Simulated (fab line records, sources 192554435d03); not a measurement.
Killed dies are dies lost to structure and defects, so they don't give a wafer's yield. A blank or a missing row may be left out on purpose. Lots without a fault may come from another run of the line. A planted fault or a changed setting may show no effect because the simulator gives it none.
Split-lot experiment | flow n5_finfet | 7 lots, 39 wafers read, on a route of 1938 steps

THE SPLIT
At N5_BEOL_M11_TRENCH_ETCH_37 (etches SiCOH lowk in C4F6/O2, target depth 148.83 nm, time 48 s), the setting time_s was moved away from the recipe's 48 s on 12 of the 39 wafers read, by -48.0% to +46.5%. The other wafers ran this setting at the recipe's value.

FROM THE SPLIT TO THE READING: what the file shows between them, 11 steps
- N5_BEOL_M11_ETCH_41: etches SiCN in CH3F/O2, target depth 42.6 nm, time 86 s
- N5_BEOL_M11_STRIP_77: strips in N2/H2, time 10 s
- N5_BEOL_M11_OCD_MEAS_38
- N5_BEOL_M11_HM_STRIP_39: strips TiN in peroxide tin strip, target depth 25 nm, time 158 s
- N5_BEOL_M11_SRD_40: time 30 s
- N5_BEOL_M11_ECD_50: material Cu, target thk 318 nm
- N5_BEOL_M11_ANNEAL_51: time 90 s
- N5_BEOL_M11_CMP_52: polishes, stops on SiCOH lowk, t overpolish 7 s, target thk 140 nm
- N5_BEOL_M11_THK_MEAS_53: measures by xrf
- N5_BEOL_M11_PRE_CLEAN_55: time 15 s
- N5_BEOL_M11_DEP_56: deposits SiCN from 3MS/NH3, target thk 30 nm, time 10.5 s

THE READING
M11_RS, in ohm/sq, at N5_BEOL_M11_RS_MEAS_57 (measures by four-point-probe). Fault-free wafers of this fab line usually give 0.153 ohm/sq, standard deviation 0.0039 ohm/sq.

wafer  | tool, chamber at the split | time_s as run, s | against the recipe | M11_RS, ohm/sq | against lot-mates on the recipe
L076.1 | rie_diel-02, 3             | 28.08            | -41.5%             | 0.296          | +0.147
L076.2 | rie_diel-02, 1             | 48               | recipe             | 0.151          | -
L076.3 | rie_diel-02, 2             | 48               | recipe             | 0.154          | -
L076.4 | rie_diel-02, 0             | 48               | recipe             | 0.143          | -
L076.5 | rie_diel-02, 0             | 28.08            | -41.5%             | 0.279          | +0.130
L076.6 | rie_diel-02, 3             | 28.08            | -41.5%             | 0.287          | +0.138
L082.1 | rie_diel-04, 0             | 48               | recipe             | 0.149          | -
L082.2 | rie_diel-04, 1             | 48               | recipe             | 0.145          | -
L082.3 | rie_diel-04, 3             | 48               | recipe             | 0.153          | -
L082.4 | rie_diel-04, 1             | 48               | recipe             | 0.146          | -
L082.5 | rie_diel-04, 3             | 48               | recipe             | 0.154          | -
L082.6 | rie_diel-04, 0             | 48               | recipe             | 0.148          | -
L081.1 | rie_diel-05, 0             | 70.3             | +46.5%             | 0.097          | -0.059
L081.2 | rie_diel-05, 3             | 48               | recipe             | 0.156          | -
L081.3 | rie_diel-05, 2             | 48               | recipe             | 0.154          | -
L081.4 | rie_diel-05, 1             | 70.3             | +46.5%             | 0.098          | -0.058
L081.5 | rie_diel-05, 3             | 70.3             | +46.5%             | 0.100          | -0.056
L081.6 | rie_diel-05, 2             | 48               | recipe             | 0.157          | -
L085.1 | rie_diel-05, 0             | 48               | recipe             | 0.154          | -
L085.2 | rie_diel-05, 2             | 48               | recipe             | 0.156          | -
L085.3 | rie_diel-05, 1             | 48               | recipe             | 0.156          | -
L085.4 | rie_diel-05, 3             | 48               | recipe             | 0.155          | -
L085.5 | rie_diel-05, 1             | 48               | recipe             | 0.155          | -
L085.6 | rie_diel-05, 2             | 48               | recipe             | 0.154          | -
L091.3 | rie_diel-05, 3             | 48               | recipe             | 0.156          | -
L091.5 | rie_diel-05, 2             | 48               | recipe             | 0.155          | -
L091.6 | rie_diel-05, 1             | 48               | recipe             | 0.157          | -
L094.1 | rie_diel-02, 3             | 38.98            | -18.8%             | 0.203          | +0.047
L094.2 | rie_diel-02, 2             | 48               | recipe             | 0.157          | -
L094.3 | rie_diel-02, 0             | 38.98            | -18.8%             | 0.186          | +0.030
L094.4 | rie_diel-02, 1             | 38.98            | -18.8%             | 0.193          | +0.037
L094.5 | rie_diel-02, 2             | 48               | recipe             | 0.158          | -
L094.6 | rie_diel-02, 1             | 48               | recipe             | 0.153          | -
L095.1 | rie_diel-04, 0             | 24.98            | -48.0%             | 0.326          | +0.175
L095.2 | rie_diel-04, 1             | 24.98            | -48.0%             | 0.339          | +0.188
L095.3 | rie_diel-04, 2             | 48               | recipe             | 0.146          | -
L095.4 | rie_diel-04, 3             | 48               | recipe             | 0.153          | -
L095.5 | rie_diel-04, 3             | 48               | recipe             | 0.153          | -
L095.6 | rie_diel-04, 0             | 24.98            | -48.0%             | 0.346          | +0.195

THE FIT
A straight line over all 39 wafers: M11_RS changes by -0.00261 ohm/sq for each +1% of time_s; r = -0.92; the points scatter about the line by 0.024 ohm/sq.
The same after taking each lot's own level away (the mean of its wafers on the recipe; 39 wafers): -0.00266 ohm/sq for each +1%; r = -0.92; scatter 0.025 ohm/sq.
On that fit, the largest move of time_s shifts the reading by 0.13 ohm/sq.
The lots' own levels span 0.1492 to 0.1560 ohm/sq, that is 1.8 times the standard deviation above.
So the lot-to-lot level changes the slope little: the two slopes agree.
Check: with one of the wafers moved furthest among these (-48.0%) left out of the fit, the line predicts +0.133 ohm/sq for it against its lot-mates. It came out at +0.175 ohm/sq against them.

THE WHOLE CHAIN: every reading that the file lists as answering this split, in the file's order
step                       | what it does                                                       | reading                                                                           | change (the file's fit)                | r (the file's)
N5_BEOL_M11_TRENCH_ETCH_37 | etches SiCOH lowk in C4F6/O2, target depth 148.83 nm, time 48 s    | etch.depth_nm (the simulator's own value, which no gauge read)                    | +1.49 nm for each +1% of the setting   | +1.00
N5_BEOL_M11_TRENCH_ETCH_37 | etches SiCOH lowk in C4F6/O2, target depth 148.83 nm, time 48 s    | BEOL_M11.feature_depth_nm (the simulator's own value, which no gauge read)        | +1.49 nm for each +1% of the setting   | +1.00
N5_BEOL_M11_TRENCH_ETCH_37 | etches SiCOH lowk in C4F6/O2, target depth 148.83 nm, time 48 s    | TiN_of_BEOL_M11_HM_DEP_02.thk_nm (the simulator's own value, which no gauge read) | -0.0406 nm for each +1% of the setting | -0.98
N5_BEOL_M11_OCD_MEAS_38    |                                                                    | trench_depth_nm                                                                   | +1.49 nm for each +1% of the setting   | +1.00
N5_BEOL_M11_CMP_52         | polishes, stops on SiCOH lowk, t overpolish 7 s, target thk 140 nm | Cu_of_BEOL_M11_ECD_50.thk_nm (the simulator's own value, which no gauge read)     | +1.48 nm for each +1% of the setting   | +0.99
N5_BEOL_M11_THK_MEAS_53    | measures by xrf                                                    | M11_THK                                                                           | +1.5 for each +1% of the setting       | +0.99
N5_BEOL_M11_RS_MEAS_57     | measures by four-point-probe                                       | M11_RS                                                                            | -0.00276 for each +1% of the setting   | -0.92

THE FILE'S OWN FIT
M11_RS changes by -0.00276 ohm/sq for each +1% of time_s, r = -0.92.
